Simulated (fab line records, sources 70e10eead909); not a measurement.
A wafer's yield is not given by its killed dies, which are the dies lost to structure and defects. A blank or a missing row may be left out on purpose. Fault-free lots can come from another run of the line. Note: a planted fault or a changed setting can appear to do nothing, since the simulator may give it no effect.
Matching of chambers -- flow nand-harc -- NHARC_A_CONTACT_DESCUM_74 on rie-diel-11 has 4 sister chambers
The step chemistry O2, time 3 s. 27 wafers are shown with their chamber, then 12 later ones without.

== EACH WAFER AND ITS CHAMBER ==
wafer,chamber,showerhead-plenum-p-Torr (Torr),drypump-motor-current-A (A),oes-product-au (a.u.)
L075.3,0,2.02,5.6,1.002
L075.4,1,2.03,5.6,0.992
L075.5,0,2.02,5.6,1.008
L076.2,3,1.94,5.8,0.988
L076.5,3,1.94,5.8,1.002
L076.6,0,2.02,5.7,1.014
L074.2,3,1.94,5.8,1.000
L074.3,1,2.03,5.5,1.002
L074.6,3,1.94,5.8,0.990
L079.2,1,2.03,5.6,0.998
L079.3,3,1.93,5.8,0.992
L079.6,1,2.03,5.6,1.002
L077.3,2,1.80,5.8,1.000
L077.5,0,2.01,5.6,0.995
L077.6,1,2.03,5.6,0.992
L082.2,2,1.80,5.8,1.004
L082.4,1,2.03,5.6,1.008
L082.6,1,2.03,5.6,1.006
L086.1,1,2.03,5.5,1.002
L086.4,2,1.80,5.8,1.008
L086.6,1,2.03,5.6,0.999
L086.2,0,2.01,5.6,1.011
L086.3,3,1.93,5.8,1.005
L086.5,2,1.80,5.8,1.011
L087.2,3,1.93,5.8,0.998
L087.3,1,2.03,5.6,1.005
L087.5,1,2.03,5.6,1.003

SIGNATURES, as means of the wafers listed above
reading,chamber 0,chamber 1,chamber 2,chamber 3,scatter within a chamber
showerhead-plenum-p-Torr,2.0160,2.0300,1.8000,1.9357,0.00356
drypump-motor-current-A,5.620,5.582,5.800,5.800,0.0325
oes-product-au,1.00600,1.00082,1.00575,0.99643,0.00598
Rule: for a wafer and a chamber, the distance is found by dividing, reading by reading, the gap between the wafer's reading and the chamber's mean by the reading's scatter, squaring, summing and taking the root. If the next closest chamber is less than 2 further off than the closest, the wafer can't be placed; otherwise it belongs to the closest. The scatter: take each reading less its chamber's mean, square it, sum over the shown wafers, divide by the number of wafers less the number of chambers, and take the root.

== WAFERS MISSING THEIR CHAMBER ==
wafer,showerhead-plenum-p-Torr (Torr),drypump-motor-current-A (A),oes-product-au (a.u.)
L090.1,2.01,5.6,1.010
L090.3,2.03,5.6,1.007
L090.5,1.80,5.8,0.998
L094.1,2.03,5.6,0.998
L094.3,2.01,5.6,1.003
L094.5,2.03,5.5,0.998
L096.1,2.01,5.6,1.002
L096.2,2.02,5.5,1.003
L096.3,1.80,5.7,1.002
L097.2,2.02,5.5,1.007
L097.3,1.80,5.8,1.002
L097.5,2.02,5.6,1.012

== CHAMBER TAKEN BY EACH ==
wafer,from the rows above,in truth
L090.1,0,0
L090.3,1,1
L090.5,2,2
L094.1,1,1
L094.3,0,0
L094.5,1,1
L096.1,0,0
L096.2,can't be placed: 1 or 0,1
L096.3,2,2
L097.2,can't be placed: 0 or 1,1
L097.3,2,2
L097.5,can't be placed: 0 or 1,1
9 of 12 placed correctly. From these rows, 3 cannot be placed; in 3 the true chamber is one of the candidates. Wrongly placed: 0.
